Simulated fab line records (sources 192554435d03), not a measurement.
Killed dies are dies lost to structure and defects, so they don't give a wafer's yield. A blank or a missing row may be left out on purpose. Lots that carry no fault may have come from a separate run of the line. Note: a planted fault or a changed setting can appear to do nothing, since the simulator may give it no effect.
fab line records -- flow n5Finfet
record: lots: 4, wafers: 12, lastDay: 17
route steps=1938 shown GATE_CUT@468 BEOL_M4@1111
lots that met no fault: from a run of the same line without faults
startH: hours from the record's opening day to when the first of the lot's shown wafers began -- waitH: hours from the lot's prior step to this one -- " same as the row above -- L1.1+2: several wafers, shown together as one row -- - no value, or no start was given -- * or withheld: withheld -- < > ~ a bound
route shown NAME@n: a module of which the file shows steps, and the number in the route of the first -- usual: mean/standard deviation of fault-free wafers -- same: alike in all rows -- chamber/n: place in a boat -- sites: each site's reading -- _std_site: their standard deviation -- _edge_site: mean of outer sites minus mean of inner sites -- radiusMm: for every site, how far away it sits from the centre of the wafer -- mask NAME#n: copy n -- behind: the tool/chamber that last shaped the wafer -- hold: what put the lot on hold/how long, in hours/how the hold closed -- device: transistor that didn't switch, given as n, p or np -- end of line: the route-end tests of the same wafers -- for a step that has no rows: nothing shown but its recipe -- killed: at the first sort, the dies lost to defects and structure; wafer yield is something else -- map: a wafer's dies, marking killed ones x, the rest . and places with no die _
set.NAME: setting as actually run; set.NAME@STEP: the setting as run at that earlier step -- model.NAME: the simulator's own value behind a step, which no gauge read
lots at some steps of the route; a table a step, a row a wafer
services: from which hour (startH, from the record's first day; less than 0 if before it) a tool's chamber was out of use, for how many hours, and why
== steps ==
step: N5_GATE_CUT_VAPOR_ETCH_60
recipe: chemistry: BCl3/Cl2, target: HfO2, mode: isotropic
step: N5_GATE_CUT_ETCH_58
recipe: chemistry: CH3F/O2, target: SiNx, targetDepthA: 170, timeS: 128.6, ionEnergyEv: 50, pressureMtorr: 30, sourceW: 415, biasW: 21, Ar_flow_sccm: 150, CH3F_flow_sccm: 30, O2_flow_sccm: 20
step: N5_GATE_CUT_STRIP_59
recipe: chemistry: N2/H2, timeS: 20, powerW: 100, tempC: 40, pressureMtorr: 100, rfFrequencyHz: 6e+07, biasPowerW: 3, n2FlowSccm: 300, h2FlowSccm: 300
step: N5_GATE_CUT_PRECLEAN_31
recipe: tempC: 23, chemistry: DIW, timeS: 300
step: N5_GATE_CUT_SRD_32
recipe: timeS: 30, tempC: 23, rinseLiquid: diw, dry: ipaMarangoni
step: N5_GATE_CUT_SAC_CAP_01
recipe: material: SiNx, targetThkA: 240, tempC: 400, aldPrecursorFamily: SiH2I2, aldCoReactant: N2/H2-plasma, pulseTimeS: 1, aldCycles: 480, purgeTimeS: 2, coReactantPurgeTimeS: 2, pressureTorr: 2
step: N5_GATE_CUT_PECVD_57
recipe: material: SiNx, targetThkA: 210, tempC: 400, precursor: SiH4/NH3/N2, pressureTorr: 1.5, rfW: 300
step: N5_GATE_CUT_CMP_02
recipe: stopOn: SiO2, tOverpolishS: 12.7, postCmpClean: alkalineBrush, downForcePsi: 2.5, platenRpm: 51.8, padVelocityMS: 1.0307, targetThkNm: 0
step: N5_GATE_CUT_HM_DEP_46
recipe: material: SiO2, targetThkA: 1300, tempC: 400, precursor: TEOS/O2, pressureTorr: 6.5, rfW: 900, teosFlowSccm: 161.4, gas: O2, flowSccm: 2650, timeS: 26.6
step: N5_GATE_CUT_COAT_34
recipe: resist: SOC, tempC: 250, timeS: 60, spinRpm: 1500, resistThkNm: 60
step: N5_GATE_CUT_COAT_35
recipe: resist: SiARC, tempC: 220, timeS: 60, spinRpm: 1500, resistThkNm: 10
step: N5_GATE_CUT_COAT_27
recipe: resist: underlayer, tempC: 205, timeS: 60, spinRpm: 1500, resistThkNm: 10
usual: dispensePressureKPa: 50/4.2, exhaustPa: 45.0/0.84, spinSpeedRpm: 1500.1/1
lot.wafer,tool,chamber,startH,waitH,dispensePressureKPa,exhaustPa,spinSpeedRpm,model.underlayer_of_GATE_CUT_COAT_27.thkNm
L719.1,lithoTrack-04,0,128.03,-,46,45.0,1499.9,10
L719.2,lithoTrack-04,0,128.03,-,46,45.3,1499.5,10
L719.4,lithoTrack-04,0,128.03,-,46,45.3,1499.2,10
L729.4,lithoTrack-04,0,185.49,-,46,45.9,1671.0,9.4
L729.5,lithoTrack-04,0,185.49,-,46,45.1,1673.2,9.4
L729.6,lithoTrack-04,0,185.49,-,46,46.2,1672.7,9.4
L730.1,lithoTrack-04,0,191.36,-,46,46.0,1673.4,9.4
L730.3,lithoTrack-04,0,191.36,-,46,45.5,1674.4,9.4
L730.5,lithoTrack-04,0,191.36,-,46,45.6,1672.0,9.4
L735.1,lithoTrack-03,0,227.76,-,50,46.0,1499.8,10
L735.5,lithoTrack-03,0,227.76,-,50,44.1,1500.9,10
L735.6,lithoTrack-03,0,227.76,-,50,42.8,1499.5,10
step: N5_GATE_CUT_COAT_07
recipe: resist: CAR-EUV, spinRpm: 1500, resistThkNm: 30
step: N5_GATE_CUT_EBR_09
recipe: solvent: PGMEA, ebrWidthMm: 1.5
step: N5_GATE_CUT_SOFTBAKE_08
recipe: tempC: 110, timeS: 60, resist: CAR-EUV
step: N5_GATE_CUT_EXPOSE_10
recipe: maskId: GATE_CUT, na: 0.33, sourceShape: annular, sigmaInner: 0.35, sigmaOuter: 0.8, polarization: unpolarized, targetCdNm: 20, doseMj: 43.25
step: N5_GATE_CUT_PEB_11
recipe: pebTempC: 100, pebTimeS: 60, resist: CAR-EUV
step: N5_GATE_CUT_DEVELOP_12
recipe: developTimeS: 30, developer: TMAH, resist: CAR-EUV, rinseLiquid: surfactantRinse, dry: airSpin, devTempC: 23
step: N5_GATE_CUT_DESCUM_18
recipe: chemistry: O2, timeS: 7, sourcePowerW: 50, biasPowerW: 20, pressureMtorr: 20, rfFrequencyHz: 2.712e+07, tempC: 40, resist: CAR-EUV, o2FlowSccm: 225
step: N5_GATE_CUT_ETCH_28
recipe: chemistry: N2/H2, target: underlayer, targetDepthA: 130, maskMaterial: CAR-EUV, timeS: 10.4, ionEnergyEv: 200, pressureMtorr: 30, sourceW: 840, biasW: 150, n2FlowSccm: 200, h2FlowSccm: 200, ends: cleared
usual: drypumpMotorCurrentA: 5.8/0.37, etchRfOnTimeS: 10.43/0.13, oesProductAu: 0.67/0.074, rfVppV: 523.3/2.7, showerheadPlenumPTorr: 2.53/0.094, throttleValvePct: 17.91/0.25
lot.wafer,tool,chamber,startH,waitH,drypumpMotorCurrentA,etchRfOnTimeS,oesProductAu,rfHoursCounterH,rfVppV,showerheadPlenumPTorr,throttleValvePct,model.CAR-EUV_of_GATE_CUT_COAT_07.thkNm,model.etch.depthNm
L719.1,rieDiel-01,3,128.58,0.0,5.5,10.37,0.63,193,520.9,2.42,17.91,14.6,10.06
L719.2,rieDiel-01,2,128.58,0.0,6.1,10.60,0.68,113,523.5,2.55,17.99,14.8,10.04
L719.4,rieDiel-01,1,128.58,0.0,5.5,10.54,0.62,199,526.1,2.62,17.96,14.6,10.02
L729.4,rieDiel-05,2,186.06,0.0,6.3,10.17,0.57,235,519.4,2.40,18.34,15.2,9.487
L729.5,rieDiel-05,0,186.06,0.0,5.9,9.96,0.72,-,521.8,2.48,17.56,15.2,9.495
L729.6,rieDiel-05,3,186.06,0.0,5.3,9.88,0.62,-,521.3,2.43,18.14,15.2,9.481
L730.1,rieDiel-01,1,192.02,0.0,5.5,9.88,0.62,222,525.2,2.62,18.00,15.4,9.466
L730.3,rieDiel-01,3,192.02,0.0,5.5,9.78,0.62,207,519.8,2.42,17.93,15.4,9.447
L730.5,rieDiel-01,1,192.02,0.0,5.5,9.91,0.61,-,524.4,2.62,18.00,15.2,9.46
L735.1,rieDiel-05,1,228.43,0.0,6.1,10.48,0.62,187,525.5,2.64,18.06,14.6,10.05
L735.5,rieDiel-05,0,228.43,0.0,5.9,10.44,0.72,-,520.2,2.47,17.59,14.8,10.03
L735.6,rieDiel-05,3,228.43,0.0,5.2,10.43,0.61,-,521.4,2.42,18.15,14.6,10.01
step: N5_GATE_CUT_ETCH_36
recipe: chemistry: CF4, target: SiARC, targetDepthA: 130, maskMaterial: CAR-EUV, timeS: 21.7, ionEnergyEv: 80, pressureMtorr: 40, sourceW: 545, biasW: 36, Ar_flow_sccm: 100, cf4FlowSccm: 100, ends: cleared
usual: drypumpMotorCurrentA: 5.8/0.37, etchRfOnTimeS: 21.73/0.3, mfcArSccm: 100.0/0.3, oesProductAu: 0.67/0.074, rfVppV: 184.0/1.3, showerheadPlenumPTorr: 2.13/0.075, throttleValvePct: 15.67/0.25
lot.wafer,tool,chamber,startH,waitH,drypumpMotorCurrentA,etchRfOnTimeS,mfcArSccm,oesProductAu,rfHoursCounterH,rfVppV,showerheadPlenumPTorr,throttleValvePct,model.CAR-EUV_of_GATE_CUT_COAT_07.thkNm
L719.1,rieDiel-01,3,128.60,0.0,5.5,21.88,99.7,0.62,193,182.6,2.05,15.71,6.8
L719.2,rieDiel-01,2,128.60,0.0,6.0,22.33,100.3,0.68,113,183.5,2.16,15.87,7
L719.4,rieDiel-01,1,128.60,0.0,5.6,21.91,99.3,0.63,199,185.0,2.20,15.77,7
L729.4,rieDiel-05,2,186.08,0.0,6.3,22.18,100.1,0.57,235,182.6,2.02,16.07,7.6
L729.5,rieDiel-05,0,186.08,0.0,5.9,21.93,100.3,0.71,-,182.7,2.10,15.39,7.6
L729.6,rieDiel-05,3,186.08,0.0,5.2,21.72,100.3,0.62,-,182.6,2.04,15.84,7.6
L730.1,rieDiel-01,1,192.04,0.0,5.5,21.96,99.9,0.61,222,184.4,2.20,15.79,7.6
L730.3,rieDiel-01,3,192.04,0.0,5.4,21.64,100.0,0.63,207,183.9,2.04,15.74,7.6
L730.5,rieDiel-01,1,192.04,0.0,5.6,21.83,100.1,0.61,-,184.4,2.20,15.81,7.6
L735.1,rieDiel-05,1,228.45,0.0,6.1,21.64,100.8,0.62,187,184.2,2.22,15.87,6.8
L735.5,rieDiel-05,0,228.45,0.0,5.9,21.85,100.2,0.71,-,183.0,2.09,15.40,7
L735.6,rieDiel-05,3,228.45,0.0,5.2,21.54,99.7,0.61,-,182.0,2.04,15.87,7
step: N5_GATE_CUT_ETCH_37
recipe: chemistry: N2/H2, target: SOC, targetDepthA: 600, overetchA: 120, maskMaterial: SiARC, tempC: 40, timeS: 90, ionEnergyEv: 200, pressureMtorr: 30, sourceW: 840, biasW: 150, n2FlowSccm: 200, h2FlowSccm: 200
step: N5_BEOL_M4_RC_MEAS_101
usual: DIBL_N: 36.2/1.4, DIBL_P: 36.1/1.5, IOFF_N: 0.153/0.02, IOFF_P: 0.215/0.03, ION_N: 672/8.6, ION_P: 463/6.8, SS_N: 71.5/0.47, SS_P: 73.3/0.57, VT_N: 250.6/2.4, VT_P: -249/3.2
lot.wafer,tool,chamber,startH,waitH,DIBL_N[mV/V],DIBL_P[mV/V],IOFF_N[nA/um],IOFF_P[nA/um],ION_N[uA/um],ION_P[uA/um],SS_N[mV/dec],SS_P[mV/dec],VT_N[mV],VT_P[mV]
L719.1,prober-02,0,213.76,0.0,36.9,36.5,0.169,0.233,683,473,71.5,73.9,249.7,-247
L719.2,prober-02,0,213.76,0.0,36.8,35.8,0.157,0.229,666,466,72.0,74.0,251.3,-249
L719.4,prober-02,0,213.76,0.0,35.2,34.2,0.136,0.213,680,472,72.2,72.8,249.7,-249
L729.4,prober-01,0,266.03,0.5,36.1,36.8,0.171,0.264,672,467,71.8,73.6,248.6,-247
L729.5,prober-01,0,266.03,0.5,35.8,36.2,0.157,0.252,670,467,71.4,73.9,250.8,-246
L729.6,prober-01,0,266.03,0.5,36.3,36.3,0.165,0.255,668,466,71.3,73.6,249.2,-245
L730.1,prober-02,0,276.67,0.0,35.3,35.4,0.147,0.192,681,460,71.3,73.7,252.0,-251
L730.3,prober-02,0,276.67,0.0,35.3,35.2,0.140,0.188,669,464,71.4,73.8,251.8,-250
L730.5,prober-02,0,276.67,0.0,36.3,36.3,0.156,0.206,672,457,72.0,73.4,251.8,-252
L735.1,prober-01,0,302.24,0.0,35.2,36.1,0.153,0.209,676,469,71.8,73.9,249.3,-250
L735.5,prober-01,0,302.24,0.0,35.6,36.2,0.155,0.210,680,468,72.0,73.4,251.8,-248
L735.6,prober-01,0,302.24,0.0,35.0,35.7,0.150,0.203,674,463,71.2,73.1,249.8,-251
== services ==
tool,chamber,startH,hours,kind
rieDiel-05,2,154.96,3.7,repair
rieDiel-01,3,156.15,22.7,repair
lithoTrack-03,-,175.21,-,consumableReplace:filter
== key ==
firstSign: step: N5_GATE_CUT_COAT_27, reading: spinSpeedRpm, direction: up, sigmas: 99+, usual: *, struck: *
effect: step: N5_GATE_CUT_ETCH_28, reading: etchRfOnTimeS, direction: down, sigmas: 3.9, usual: *, struck: *
modelEffect: step: N5_GATE_CUT_COAT_27, value: underlayer_of_GATE_CUT_COAT_27.thkNm, without: 10, struck: 9.4
modelEffect: step: N5_GATE_CUT_ETCH_28, value: CAR-EUV_of_GATE_CUT_COAT_07.thkNm, without: 14.67, struck: 15.27
modelEffect: step: N5_GATE_CUT_ETCH_36, value: CAR-EUV_of_GATE_CUT_COAT_07.thkNm, without: 7, struck: 7.6
metAt N5_GATE_CUT_COAT_27
struckWafers L729.4,L729.5,L729.6,L730.1,L730.3,L730.5
baselineLoss: step: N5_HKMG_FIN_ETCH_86, wafers: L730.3
onsetBetween 128.03 185.49
fault: kind: processParameterDrift, tool: lithoTrack-04, chamber: -, onsetH: 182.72, steps: N5_GATE_CUT_COAT_27, channel: spinRpm, offset: *, shape: step, endH: 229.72, actsIn: *, stated: *
baselineLoss: these wafers lose ten dies or more at that step, a loss of the line's own and not of a fault; the sort's usual values leave them out
